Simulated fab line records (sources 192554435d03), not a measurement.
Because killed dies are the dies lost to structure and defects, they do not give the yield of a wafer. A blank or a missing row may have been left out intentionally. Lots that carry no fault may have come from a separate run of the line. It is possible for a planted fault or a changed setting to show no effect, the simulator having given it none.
fab line records | flow n5-finfet
[record] lots = 7 | wafers = 39
route steps=1938 shown ZERO_LAYER@14 WELL_APT@26 SD_EPI_N@278 SDB@373 MOL_CONTACT_COAG@562 BEOL_M3@1004 BEOL_M4@1100 BEOL_M9@1405 BEOL_M11@1554 BEOL_M13@1696 MIM_TOP_ETCH@1851 PASSIVATION@1936
start-h: start of the lot's first displayed wafer, in hours after the record's first day | wait-h: hours elapsed since this lot's preceding step | " same as the row above | L1.1+2: several wafers, shown together as one row | - either no value or no given start | * or withheld: withheld | < > ~ a bound
route shown NAME@n: a module of which the file shows steps, and the number in the route of the first | usual: mean and standard deviation over wafers with no fault | same: alike in all rows | chamber/n: place in a boat | sites: per-site readings | _std_site: standard deviation across them | _edge_site: outer sites' mean less inner sites' | radius-mm: for every site, how far away it sits from the centre of the wafer | mask NAME#n: copy n | behind: tool/chamber where the wafer was last shaped | hold: why the lot went on hold/how many hours it stayed there/how the hold came to an end | device: the transistor (n, p or np) that didn't switch | end of line: the same wafers' tests at the end of the route | where a step has no rows: the recipe by itself | killed: count of dies lost to structure and defects at first sort (not the wafer's yield) | map: dies across one wafer; x = killed, . = not, _ = none there
set.NAME: the setting as run; set.NAME@STEP: as run at that earlier step | model.NAME: the simulator's own value behind a step, which no gauge read
lots whose settings were changed on purpose; a table a step, a row a wafer
[[steps]]
[step N5_ZERO_LAYER_DESCUM_16]
[recipe] chemistry = O2 | time-s = 7.9 | source-power-w = 50 | bias-power-w = 20 | pressure-mtorr = 20 | rf-frequency-hz = 2.712e+07 | temp-c = 40 | o2-flow-sccm = 225
[step N5_WELL_APT_DEVELOP_07]
[recipe] develop-time-s = 45 | rinse-liquid = surfactant-rinse | dry = air-spin | dev-temp-c = 21
[step N5_SD_EPI_N_ETCH_45]
[recipe] chemistry = CH3F/O2 | target = SiOCN | target-depth-a = 60 | mask-material = SOC | ion-energy-ev = 60 | bias-w = 29 | pressure-mtorr = 15 | source-w = 410 | Ar_flow_sccm = 150 | CH3F_flow_sccm = 30 | O2_flow_sccm = 20
[step N5_SDB_ALD_29]
[recipe] material = SiNx | target-thk-a = 300 | temp-c = 400 | ald-precursor-family = SiH2I2 | ald-co-reactant = N2/H2-plasma | pulse-time-s = 1 | ald-cycles = 600 | purge-time-s = 2 | co-reactant-purge-time-s = 2 | pressure-torr = 2
[step N5_MOL_CONTACT_COAG_ALD_123]
[recipe] material = SiNx | target-thk-a = 50 | temp-c = 400 | ald-precursor-family = SiH2I2 | ald-co-reactant = N2/H2-plasma | pulse-time-s = 1 | purge-time-s = 2 | co-reactant-purge-time-s = 2 | ald-cycles = 100 | pressure-torr = 2
[step N5_BEOL_M3_SPUTTER_90]
[recipe] material = Cu | target-thk-a = 45 | temp-c = -20 | chamber-pressure-pa = 0.07 | power-w = withheld | time-s = 8.29
[step N5_BEOL_M4_SPUTTER_96]
[step N5_BEOL_M9_HM_DEP_02]
[recipe] material = TiN | target-thk-a = 200 | temp-c = 25 | chamber-pressure-pa = 0.49996
[step N5_BEOL_M11_ETCH_62]
[recipe] chemistry = N2/H2 | target = SOC | target-depth-a = 1100 | overetch-a = 220 | mask-material = SiARC | temp-c = 40 | time-s = 165 | ion-energy-ev = 200 | pressure-mtorr = 30 | source-w = 840 | bias-w = 150 | n2-flow-sccm = 200 | h2-flow-sccm = 200
[step N5_BEOL_M13_TRENCH_ETCH_34]
[recipe] chemistry = C4F8/O2/Ar | target = SiOC | target-depth-a = 4134.7 | mask-material = SOC | pressure-mtorr = 30 | source-w = 3000 | bias-w = 700 | Ar_flow_sccm = 400 | C4F8_flow_sccm = 15 | O2_flow_sccm = 8 | he-inner-torr = 15 | he-outer-torr = 30 | time-s = 162.6 | ion-energy-ev = 250
[step N5_MIM_TOP_ETCH_ETCH_00]
[recipe] chemistry = Cl2/BCl3 | target = TiN | target-depth-a = 385 | ion-energy-ev = 150 | pressure-mtorr = 10 | icp-w = 1000 | bias-w = 126 | Cl2_flow_sccm = 53.25 | bcl3-flow-sccm = 21.75 | Ar_flow_sccm = 25
[step N5_PASSIVATION_PROBE_49]
[usual] killed-at-other = 3.9/2.7
lot.wafer | tool      | chamber | start-h | wait-h | set.time-s@ZERO_LAYER_DESCUM_16 | set.develop-time-s@WELL_APT_DEVELOP_07 | set.target-depth-a@SD_EPI_N_ETCH_45 | set.ald-cycles@SDB_ALD_29 | set.ald-cycles@MOL_CONTACT_COAG_ALD_123 | set.time-s@BEOL_M3_SPUTTER_90 | set.time-s@BEOL_M4_SPUTTER_96 | set.target-thk-a@BEOL_M9_HM_DEP_02 | set.time-s@BEOL_M11_ETCH_62 | set.time-s@BEOL_M13_TRENCH_ETCH_34 | set.target-depth-a@MIM_TOP_ETCH_ETCH_00 | killed-at-other
L077.1    | prober-02 | -       | 283.76  | 0.0    | 7.9                             | 45                                     | 60                                  | 600                       | 100                                     | 8.29                          | 8.29                          | 200                                | 165                         | 162.6                              | 385                                     | 4
L077.3    | prober-02 | -       | 283.86  | 0.1    | 7.9                             | 45                                     | 60                                  | 600                       | 100                                     | 8.29                          | 8.29                          | 200                                | 165                         | 162.6                              | 385                                     | 2
L077.5    | prober-02 | -       | 283.96  | 0.2    | 7.9                             | 45                                     | 60                                  | 600                       | 100                                     | 8.29                          | 8.29                          | 200                                | 165                         | 162.6                              | 385                                     | 3
L080.1    | prober-01 | -       | 309.56  | 0.0    | 7.9                             | 45                                     | 36.13                               | 955                       | 57                                      | 5.626                         | 6.375                         | 200                                | 208                         | 162.6                              | 267.3                                   | 1100
L080.2    | prober-01 | -       | 309.61  | 0.1    | 9.242                           | 45                                     | 60                                  | 600                       | 57                                      | 8.29                          | 8.29                          | 200                                | 165                         | 106.2                              | 267.3                                   | 1087
L080.3    | prober-01 | -       | 309.66  | 0.1    | 7.9                             | 31.43                                  | 36.13                               | 600                       | 100                                     | 5.626                         | 6.375                         | 200                                | 208                         | 106.2                              | 385                                     | 2
L080.4    | prober-01 | -       | 309.71  | 0.2    | 9.242                           | 31.43                                  | 36.13                               | 600                       | 100                                     | 8.29                          | 6.375                         | 200                                | 165                         | 106.2                              | 385                                     | 4
L080.5    | prober-01 | -       | 309.76  | 0.2    | 7.9                             | 45                                     | 60                                  | 955                       | 100                                     | 8.29                          | 8.29                          | 200                                | 208                         | 162.6                              | 267.3                                   | 1113
L080.6    | prober-01 | -       | 309.81  | 0.3    | 9.242                           | 31.43                                  | 60                                  | 955                       | 57                                      | 5.626                         | 8.29                          | 200                                | 165                         | 162.6                              | 385                                     | 6
L083.1    | prober-01 | -       | 329.83  | 0.0    | 5.826                           | 53.31                                  | 60                                  | 282                       | 116                                     | 8.29                          | 8.29                          | 200                                | 165                         | 162.6                              | 155.8                                   | 1055
L083.2    | prober-01 | -       | 329.88  | 0.1    | 5.826                           | 53.31                                  | 60                                  | 600                       | 116                                     | 4.857                         | 8.29                          | 104.6                              | 165                         | 102.9                              | 385                                     | 6
L083.3    | prober-01 | -       | 329.93  | 0.1    | 7.9                             | 45                                     | 60                                  | 282                       | 100                                     | 8.29                          | 10.26                         | 200                                | 244.4                       | 102.9                              | 385                                     | 2
L083.4    | prober-01 | -       | 329.98  | 0.2    | 5.826                           | 45                                     | 60                                  | 600                       | 100                                     | 4.857                         | 10.26                         | 200                                | 244.4                       | 162.6                              | 385                                     | 8
L083.5    | prober-01 | -       | 330.03  | 0.2    | 7.9                             | 53.31                                  | 60                                  | 600                       | 100                                     | 8.29                          | 8.29                          | 104.6                              | 244.4                       | 102.9                              | 155.8                                   | 1079
L083.6    | prober-01 | -       | 330.08  | 0.3    | 7.9                             | 45                                     | 60                                  | 282                       | 116                                     | 4.857                         | 10.26                         | 104.6                              | 165                         | 162.6                              | 155.8                                   | 1067
L087.1    | prober-02 | -       | 342.73  | 0.0    | 5.267                           | 45                                     | 60                                  | 889                       | 100                                     | 8.29                          | 8.29                          | 200                                | 165                         | 162.6                              | 385                                     | 6
L087.2    | prober-02 | -       | 342.78  | 0.1    | 7.9                             | 45                                     | 60                                  | 889                       | 134                                     | 10.32                         | 11.11                         | 200                                | 165                         | 162.6                              | 251.7                                   | 1057
L087.3    | prober-02 | -       | 342.83  | 0.1    | 5.267                           | 45                                     | 30.97                               | 600                       | 100                                     | 10.32                         | 11.11                         | 200                                | 165                         | 162.6                              | 385                                     | 5
L087.4    | prober-02 | -       | 342.88  | 0.2    | 7.9                             | 45                                     | 30.97                               | 600                       | 100                                     | 8.29                          | 11.11                         | 200                                | 165                         | 162.6                              | 251.7                                   | 1104
L087.5    | prober-02 | -       | 342.93  | 0.2    | 7.9                             | 45                                     | 30.97                               | 889                       | 134                                     | 10.32                         | 8.29                          | 200                                | 165                         | 162.6                              | 251.7                                   | 1086
L087.6    | prober-02 | -       | 342.98  | 0.3    | 5.267                           | 45                                     | 60                                  | 600                       | 134                                     | 8.29                          | 8.29                          | 200                                | 165                         | 162.6                              | 385                                     | 5
L090.1    | prober-02 | -       | 377.93  | 0.0    | 9.151                           | 64.61                                  | 95.54                               | 600                       | 68                                      | 10.38                         | 6.808                         | 236.4                              | 236.2                       | 255.5                              | 564.2                                   | 4
L090.2    | prober-02 | -       | 377.98  | 0.1    | 9.151                           | 45                                     | 95.54                               | 600                       | 68                                      | 10.38                         | 8.29                          | 200                                | 236.2                       | 255.5                              | 385                                     | 7
L090.3    | prober-02 | -       | 378.03  | 0.1    | 7.9                             | 45                                     | 60                                  | 600                       | 68                                      | 8.29                          | 8.29                          | 200                                | 236.2                       | 162.6                              | 564.2                                   | 2
L090.4    | prober-02 | -       | 378.08  | 0.2    | 7.9                             | 64.61                                  | 60                                  | 600                       | 100                                     | 8.29                          | 6.808                         | 236.4                              | 165                         | 162.6                              | 385                                     | 4
L090.5    | prober-02 | -       | 378.13  | 0.2    | 9.151                           | 64.61                                  | 60                                  | 600                       | 100                                     | 10.38                         | 8.29                          | 236.4                              | 165                         | 255.5                              | 564.2                                   | 6
L090.6    | prober-02 | -       | 378.18  | 0.3    | 7.9                             | 45                                     | 95.54                               | 600                       | 100                                     | 8.29                          | 6.808                         | 200                                | 165                         | 162.6                              | 385                                     | 7
L092.1    | prober-01 | -       | 382.80  | 0.0    | 4.605                           | 45                                     | 60                                  | 600                       | 100                                     | 8.29                          | 8.29                          | 200                                | 165                         | 91.58                              | 205.5                                   | 1063
L092.2    | prober-01 | -       | 382.85  | 0.1    | 4.605                           | 25.46                                  | 60                                  | 600                       | 100                                     | 12.52                         | 8.29                          | 163.5                              | 99.55                       | 91.58                              | 385                                     | 6
L092.3    | prober-01 | -       | 382.90  | 0.1    | 7.9                             | 25.46                                  | 60                                  | 600                       | 100                                     | 8.29                          | 8.29                          | 163.5                              | 165                         | 162.6                              | 205.5                                   | 1075
L092.4    | prober-01 | -       | 382.95  | 0.2    | 4.605                           | 45                                     | 60                                  | 600                       | 100                                     | 12.52                         | 8.29                          | 163.5                              | 165                         | 91.58                              | 385                                     | 6
L092.5    | prober-01 | -       | 383.00  | 0.2    | 7.9                             | 45                                     | 60                                  | 600                       | 100                                     | 12.52                         | 8.29                          | 200                                | 99.55                       | 162.6                              | 385                                     | 5
L092.6    | prober-01 | -       | 383.05  | 0.3    | 7.9                             | 25.46                                  | 60                                  | 600                       | 100                                     | 8.29                          | 8.29                          | 200                                | 99.55                       | 162.6                              | 205.5                                   | 6
L096.1    | prober-01 | -       | 400.67  | 0.0    | 7.9                             | 45                                     | 60                                  | 848                       | 128                                     | 8.29                          | 8.29                          | 200                                | 165                         | 162.6                              | 385                                     | 2
L096.2    | prober-01 | -       | 400.72  | 0.1    | 7.9                             | 45                                     | 60                                  | 600                       | 100                                     | 8.29                          | 8.29                          | 254.5                              | 129.9                       | 191.8                              | 538.7                                   | 3
L096.3    | prober-01 | -       | 400.77  | 0.1    | 10.06                           | 45                                     | 40.66                               | 848                       | 128                                     | 10.29                         | 8.29                          | 254.5                              | 165                         | 191.8                              | 385                                     | 2
L096.4    | prober-01 | -       | 400.82  | 0.2    | 10.06                           | 45                                     | 60                                  | 600                       | 128                                     | 10.29                         | 8.29                          | 200                                | 129.9                       | 162.6                              | 385                                     | 0
L096.5    | prober-01 | -       | 400.87  | 0.2    | 10.06                           | 45                                     | 40.66                               | 600                       | 100                                     | 10.29                         | 8.29                          | 254.5                              | 129.9                       | 162.6                              | 538.7                                   | 4
L096.6    | prober-01 | -       | 400.92  | 0.3    | 7.9                             | 45                                     | 40.66                               | 848                       | 100                                     | 8.29                          | 8.29                          | 200                                | 165                         | 191.8                              | 538.7                                   | 0
// killed by level:class
L077.1 BEOL_M1:geometric-particle:open=20 BEOL_M2:geometric-particle:open=10 FIN_SAQP:geometric-particle:short=9 MOL_CONTACT_COAG:geometric-particle:open=9 FIN_SAQP:geometric-particle:open=8 STARTING-WAFER:geometric-particle:short=7 BEOL_M0_SAQP:geometric-particle:short=6 BEOL_M4:geometric-particle:open=6
L077.3 BEOL_M1:geometric-particle:short=11 MOL_CONTACT_COAG:geometric-particle:open=9 FIN_SAQP:geometric-particle:open=6 BEOL_M4:geometric-particle:open=6 STI_FIN_REVEAL:geometric-particle:open=5 ILD0:geometric-particle:open=4 BEOL_M1:geometric-particle:open=4 BEOL_M3:geometric-particle:open=4
L077.5 BEOL_M4:geometric-particle:open=15 MOL_CONTACT_COAG:geometric-particle:open=14 FIN_SAQP:geometric-particle:open=12 FIN_SAQP:geometric-particle:short=8 STI_FIN_REVEAL:geometric-particle:open=8 GATE_CUT:geometric-particle:short=6 BEOL_M0_SAQP:geometric-particle:short=5 BEOL_M1:geometric-particle:open=5
L080.1 MIM_TOP_ETCH:area-etch=1098 MOL_CONTACT_COAG:geometric-particle:open=12 BEOL_M2:geometric-particle:open=12 BEOL_M1:geometric-particle:open=8 BEOL_M0_SAQP:geometric-particle:short=7 FIN_SAQP:geometric-particle:short=5 STI_FIN_REVEAL:geometric-particle:open=4 FIN_SAQP:geometric-particle:open=3
L080.2 MIM_TOP_ETCH:area-etch=1084 MOL_CONTACT_COAG:geometric-particle:open=18 BEOL_M1:geometric-particle:open=13 BEOL_M0_SAQP:geometric-particle:open=7 BEOL_M4:geometric-particle:open=6 BEOL_M3:geometric-particle:open=5 FIN_SAQP:geometric-particle:short=4 STI_FIN_REVEAL:geometric-particle:open=4
L080.3 MOL_CONTACT_COAG:geometric-particle:open=11 FIN_SAQP:geometric-particle:short=9 BEOL_M1:geometric-particle:open=9 FIN_SAQP:geometric-particle:open=8 BEOL_M0_SAQP:geometric-particle:short=6 STARTING-WAFER:geometric-particle:short=6 BEOL_M2:geometric-particle:open=5 DUMMY_GATE:geometric-particle:short=5
L080.4 MOL_CONTACT_COAG:geometric-particle:open=9 FIN_SAQP:geometric-particle:short=7 BEOL_M0_SAQP:geometric-particle:short=6 BEOL_M0_SAQP:geometric-particle:open=6 GATE_CUT:geometric-particle:short=5 BEOL_M4:geometric-particle:open=5 STI_FIN_REVEAL:geometric-particle:open=4 FIN_SAQP:geometric-particle:open=3
L080.5 MIM_TOP_ETCH:area-etch=1101 BEOL_M0_SAQP:geometric-particle:short=10 FIN_SAQP:geometric-particle:open=9 PASS1_DEP:geometric-particle:short=8 BEOL_M0_SAQP:geometric-particle:open=7 FIN_SAQP:geometric-particle:short=5 BEOL_M3:geometric-particle:open=5 GATE_CUT:geometric-particle:short=4
L080.6 FIN_SAQP:geometric-particle:short=12 MOL_CONTACT_COAG:geometric-particle:open=11 FIN_SAQP:geometric-particle:open=9 BEOL_M2:geometric-particle:open=6 BEOL_M1:geometric-particle:open=5 BEOL_M0_SAQP:geometric-particle:open=4 MOL_CONTACT_COAG:geometric-particle:short=3 BEOL_M0_SAQP:geometric-particle:short=3
L083.1 MIM_TOP_ETCH:area-etch=1053 STI_FIN_REVEAL:geometric-particle:open=35 MOL_CONTACT_COAG:geometric-particle:open=14 BEOL_M0_SAQP:geometric-particle:open=12 STI_FIN_REVEAL:geometric-particle:short=9 BEOL_M3:geometric-particle:open=5 FIN_SAQP:geometric-particle:short=4 GATE_CUT:geometric-particle:short=4
L083.2 STI_FIN_REVEAL:geometric-particle:open=19 BEOL_M0_SAQP:geometric-particle:open=11 BEOL_M4:geometric-particle:open=10 BEOL_M0_SAQP:geometric-particle:short=7 GATE_CUT:geometric-particle:short=5 BEOL_M1:geometric-particle:open=4 BEOL_M13:area-ecd=4 FIN_SAQP:geometric-particle:short=3
L083.3 STI_FIN_REVEAL:geometric-particle:open=19 MOL_CONTACT_COAG:geometric-particle:open=13 BEOL_M0_SAQP:geometric-particle:open=10 BEOL_M1:geometric-particle:open=8 BEOL_M3:geometric-particle:open=8 BEOL_M5:geometric-particle:open=8 BEOL_M0_SAQP:geometric-particle:short=7 BEOL_M13:area-ecd=7
L083.4 STI_FIN_REVEAL:geometric-particle:open=19 BEOL_M0_SAQP:geometric-particle:short=10 BEOL_M0_SAQP:geometric-particle:open=9 MOL_CONTACT_COAG:geometric-particle:open=8 BEOL_M2:geometric-particle:open=7 BEOL_M4:geometric-particle:open=7 GATE_CUT:geometric-particle:short=6 BEOL_M0:geometric-particle:open=5
L083.5 MIM_TOP_ETCH:area-etch=1078 STI_FIN_REVEAL:geometric-particle:open=14 MOL_CONTACT_COAG:geometric-particle:open=14 BEOL_M5:geometric-particle:open=8 GATE_CUT:geometric-particle:open=7 BEOL_M6:geometric-particle:open=6 FIN_SAQP:geometric-particle:open=4 GATE_CUT:geometric-particle:short=4
L083.6 MIM_TOP_ETCH:area-etch=1063 STI_FIN_REVEAL:geometric-particle:open=18 BEOL_M4:geometric-particle:open=8 MOL_CONTACT_COAG:geometric-particle:open=7 FIN_SAQP:geometric-particle:open=6 BEOL_M0_SAQP:geometric-particle:short=6 STARTING-WAFER:geometric-particle:open=6 BEOL_M7:geometric-particle:open=6
L087.1 BEOL_M0_SAQP:geometric-particle:open=12 FIN_SAQP:geometric-particle:short=11 MOL_CONTACT_COAG:geometric-particle:open=9 STI_FIN_REVEAL:geometric-particle:open=6 BEOL_M0_SAQP:geometric-particle:short=6 FIN_SAQP:geometric-particle:open=5 BEOL_M5:geometric-particle:open=4 DUMMY_GATE:geometric-particle:short=4
L087.2 MIM_TOP_ETCH:area-etch=1052 STI_FIN_REVEAL:geometric-particle:open=25 MOL_CONTACT_COAG:geometric-particle:open=15 BEOL_M0_SAQP:geometric-particle:open=10 FIN_SAQP:geometric-particle:short=8 BEOL_M0_SAQP:geometric-particle:short=8 FIN_SAQP:geometric-particle:open=6 DUMMY_GATE:geometric-particle:open=6
L087.3 FIN_SAQP:geometric-particle:short=11 STI_FIN_REVEAL:geometric-particle:open=11 BEOL_M0_SAQP:geometric-particle:short=11 BEOL_M0_SAQP:geometric-particle:open=10 FIN_SAQP:geometric-particle:open=8 BEOL_M2:geometric-particle:open=6 BEOL_M5:geometric-particle:open=5 GATE_CUT:geometric-particle:open=4
L087.4 MIM_TOP_ETCH:area-etch=1102 FIN_SAQP:geometric-particle:short=9 BEOL_M0_SAQP:geometric-particle:short=9 FIN_SAQP:geometric-particle:open=7 BEOL_M0_SAQP:geometric-particle:open=7 MOL_CONTACT_COAG:geometric-particle:open=6 STI_FIN_REVEAL:geometric-particle:open=5 BEOL_M3:geometric-particle:open=4
L087.5 MIM_TOP_ETCH:area-etch=1083 BEOL_M0_SAQP:geometric-particle:short=15 FIN_SAQP:geometric-particle:short=14 FIN_SAQP:geometric-particle:open=11 STI_FIN_REVEAL:geometric-particle:open=10 GATE_CUT:geometric-particle:short=7 MOL_CONTACT_COAG:geometric-particle:open=6 BEOL_M0_SAQP:geometric-particle:open=5
L087.6 FIN_SAQP:geometric-particle:open=14 STI_FIN_REVEAL:geometric-particle:open=10 FIN_SAQP:geometric-particle:short=9 MOL_CONTACT_COAG:geometric-particle:open=9 BEOL_M0_SAQP:geometric-particle:open=7 BEOL_M0_SAQP:geometric-particle:short=7 GATE_CUT:geometric-particle:open=6 BEOL_M1:geometric-particle:short=6
L090.1 FIN_SAQP:geometric-particle:short=13 BEOL_M0_SAQP:geometric-particle:short=11 BEOL_M0_SAQP:geometric-particle:open=10 FIN_SAQP:geometric-particle:open=7 DUMMY_GATE:geometric-particle:open=6 BEOL_M2:geometric-particle:open=6 BEOL_M4:geometric-particle:open=4 STI_FIN_REVEAL:geometric-particle:open=3
L090.2 BEOL_M0_SAQP:geometric-particle:open=19 BEOL_M0_SAQP:geometric-particle:short=14 FIN_SAQP:geometric-particle:open=12 MOL_CONTACT_COAG:geometric-particle:open=11 STI_FIN_REVEAL:geometric-particle:open=10 FIN_SAQP:geometric-particle:short=6 DUMMY_GATE:geometric-particle:open=5 GATE_CUT:geometric-particle:open=5
L090.3 FIN_SAQP:geometric-particle:open=22 FIN_SAQP:geometric-particle:short=8 DUMMY_GATE:geometric-particle:open=7 GATE_CUT:geometric-particle:short=5 BEOL_M0_SAQP:geometric-particle:short=5 STI_FIN_REVEAL:geometric-particle:open=4 MOL_CONTACT_COAG:geometric-particle:open=4 BEOL_M2:geometric-particle:open=4
L090.4 FIN_SAQP:geometric-particle:open=13 FIN_SAQP:geometric-particle:short=8 BEOL_M0_SAQP:geometric-particle:short=8 DUMMY_GATE:geometric-particle:open=7 GATE_CUT:geometric-particle:short=6 BEOL_M0_SAQP:geometric-particle:open=6 MOL_CONTACT_COAG:geometric-particle:open=6 DUMMY_GATE:geometric-particle:short=5
L090.5 FIN_SAQP:geometric-particle:open=15 MOL_CONTACT_COAG:geometric-particle:open=11 BEOL_M0_SAQP:geometric-particle:open=8 BEOL_M0_SAQP:geometric-particle:short=7 FIN_SAQP:geometric-particle:short=6 DUMMY_GATE:geometric-particle:open=6 BEOL_M4:geometric-particle:open=6 GATE_CUT:geometric-particle:short=5
L090.6 BEOL_M0_SAQP:geometric-particle:short=14 DUMMY_GATE:geometric-particle:open=10 MOL_CONTACT_COAG:geometric-particle:open=8 BEOL_M0_SAQP:geometric-particle:open=7 FIN_SAQP:geometric-particle:open=5 FIN_CUT:geometric-particle:open=5 BEOL_M2:geometric-particle:open=5 BEOL_M3:geometric-particle:open=5
L092.1 MIM_TOP_ETCH:area-etch=1056 MOL_CONTACT_COAG:geometric-particle:open=17 STI_FIN_REVEAL:geometric-particle:open=14 GATE_CUT:geometric-particle:short=9 MOL_CONTACT_COAG:geometric-particle:short=6 BEOL_M0_SAQP:geometric-particle:short=6 BEOL_M1:geometric-particle:open=6 BEOL_M4:geometric-particle:open=6
L092.2 BEOL_M11:area-etch=1061 STI_FIN_REVEAL:geometric-particle:open=24 FIN_SAQP:geometric-particle:open=12 MOL_CONTACT_COAG:geometric-particle:open=10 BEOL_M1:geometric-particle:open=7 DUMMY_GATE:geometric-particle:open=5 GATE_CUT:geometric-particle:open=5 BEOL_M0_SAQP:geometric-particle:short=5
L092.3 MIM_TOP_ETCH:area-etch=1069 STI_FIN_REVEAL:geometric-particle:open=24 MOL_CONTACT_COAG:geometric-particle:open=12 BEOL_M4:geometric-particle:open=9 BEOL_M0_SAQP:geometric-particle:open=6 BEOL_M1:geometric-particle:open=6 BEOL_M0_SAQP:geometric-particle:short=5 GATE_CUT:geometric-particle:short=4
L092.4 BEOL_M13:area-ecd=23 BEOL_M4:geometric-particle:open=10 FIN_SAQP:geometric-particle:open=9 BEOL_M0_SAQP:geometric-particle:short=7 FIN_SAQP:geometric-particle:short=6 BEOL_M5:geometric-particle:open=5 MOL_CONTACT_COAG:geometric-particle:open=5 BEOL_M0_SAQP:geometric-particle:open=5
L092.5 BEOL_M11:area-etch=1080 STI_FIN_REVEAL:geometric-particle:open=13 MOL_CONTACT_COAG:geometric-particle:open=11 FIN_SAQP:geometric-particle:short=8 FIN_SAQP:geometric-particle:open=7 BEOL_M2:geometric-particle:open=6 BEOL_M0_SAQP:geometric-particle:short=6 BEOL_M1:geometric-particle:open=6
L092.6 BEOL_M11:area-etch=1086 BEOL_M1:geometric-particle:open=13 FIN_SAQP:geometric-particle:short=8 STI_FIN_REVEAL:geometric-particle:open=7 MOL_CONTACT_COAG:geometric-particle:open=7 GATE_CUT:geometric-particle:short=6 BEOL_M0_SAQP:geometric-particle:short=5 STI_FIN_REVEAL:geometric-particle:short=4
L096.1 MOL_CONTACT_COAG:geometric-particle:open=17 FIN_SAQP:geometric-particle:short=11 BEOL_M0_SAQP:geometric-particle:open=11 BEOL_M3:geometric-particle:open=7 GATE_CUT:geometric-particle:short=6 STI_FIN_REVEAL:geometric-particle:open=5 FIN_SAQP:geometric-particle:open=4 BEOL_M1:geometric-particle:open=4
L096.2 STI_FIN_REVEAL:geometric-particle:open=16 FIN_SAQP:geometric-particle:open=13 BEOL_M0_SAQP:geometric-particle:open=13 FIN_SAQP:geometric-particle:short=10 BEOL_M3:geometric-particle:open=10 MOL_CONTACT_COAG:geometric-particle:open=8 BEOL_M1:geometric-particle:open=5 MOL_CONTACT_COAG:geometric-particle:short=4
L096.3 MOL_CONTACT_COAG:geometric-particle:open=15 BEOL_M4:geometric-particle:open=15 FIN_SAQP:geometric-particle:open=13 BEOL_M3:geometric-particle:open=12 STI_FIN_REVEAL:geometric-particle:open=8 BEOL_M0_SAQP:geometric-particle:short=7 BEOL_M1:geometric-particle:open=7 BEOL_M0_SAQP:geometric-particle:open=6
L096.4 BEOL_M11:area-etch=38 FIN_SAQP:geometric-particle:open=18 STI_FIN_REVEAL:geometric-particle:open=17 MOL_CONTACT_COAG:geometric-particle:open=14 BEOL_M3:geometric-particle:open=11 BEOL_M0_SAQP:geometric-particle:open=9 FIN_SAQP:geometric-particle:short=8 STARTING-WAFER:geometric-particle:open=6
L096.5 BEOL_M11:area-etch=37 MOL_CONTACT_COAG:geometric-particle:open=13 FIN_SAQP:geometric-particle:open=12 STI_FIN_REVEAL:geometric-particle:open=10 BEOL_M3:geometric-particle:open=10 BEOL_M0_SAQP:geometric-particle:open=9 FIN_SAQP:geometric-particle:short=8 BEOL_M2:geometric-particle:open=8
L096.6 BEOL_M3:geometric-particle:open=21 FIN_SAQP:geometric-particle:short=14 BEOL_M0_SAQP:geometric-particle:short=14 MOL_CONTACT_COAG:geometric-particle:open=12 BEOL_M0_SAQP:geometric-particle:open=9 FIN_SAQP:geometric-particle:open=7 GATE_CUT:geometric-particle:short=4 STI_FIN_REVEAL:geometric-particle:open=3
[[key]]
[split] step = N5_ZERO_LAYER_DESCUM_16 | setting = time-s | stated-as = 7.9
response none clear
[split] step = N5_WELL_APT_DEVELOP_07 | setting = develop-time-s | stated-as = 45
response none clear
[split] step = N5_SD_EPI_N_ETCH_45 | setting = target-depth-a | stated-as = 60
response none clear
[split] step = N5_SDB_ALD_29 | setting = ald-cycles | stated-as = 600
response none clear
[split] step = N5_MOL_CONTACT_COAG_ALD_123 | setting = ald-cycles | stated-as = 100
response none clear
[split] step = N5_BEOL_M3_SPUTTER_90 | setting = time-s | stated-as = 8.29
response none clear
[split] step = N5_BEOL_M4_SPUTTER_96 | setting = time-s | stated-as = 8.29
response none clear
[split] step = N5_BEOL_M9_HM_DEP_02 | setting = target-thk-a | stated-as = 200
response none clear
[split] step = N5_BEOL_M11_ETCH_62 | setting = time-s | stated-as = 165
response none clear
[split] step = N5_BEOL_M13_TRENCH_ETCH_34 | setting = time-s | stated-as = 162.6
response none clear
[split] step = N5_MIM_TOP_ETCH_ETCH_00 | setting = target-depth-a | stated-as = 385
[response] step = N5_PASSIVATION_PROBE_49 | reading = killed-at-other | slope = -14.8 | per = 1% | together-with = all | explained = 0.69
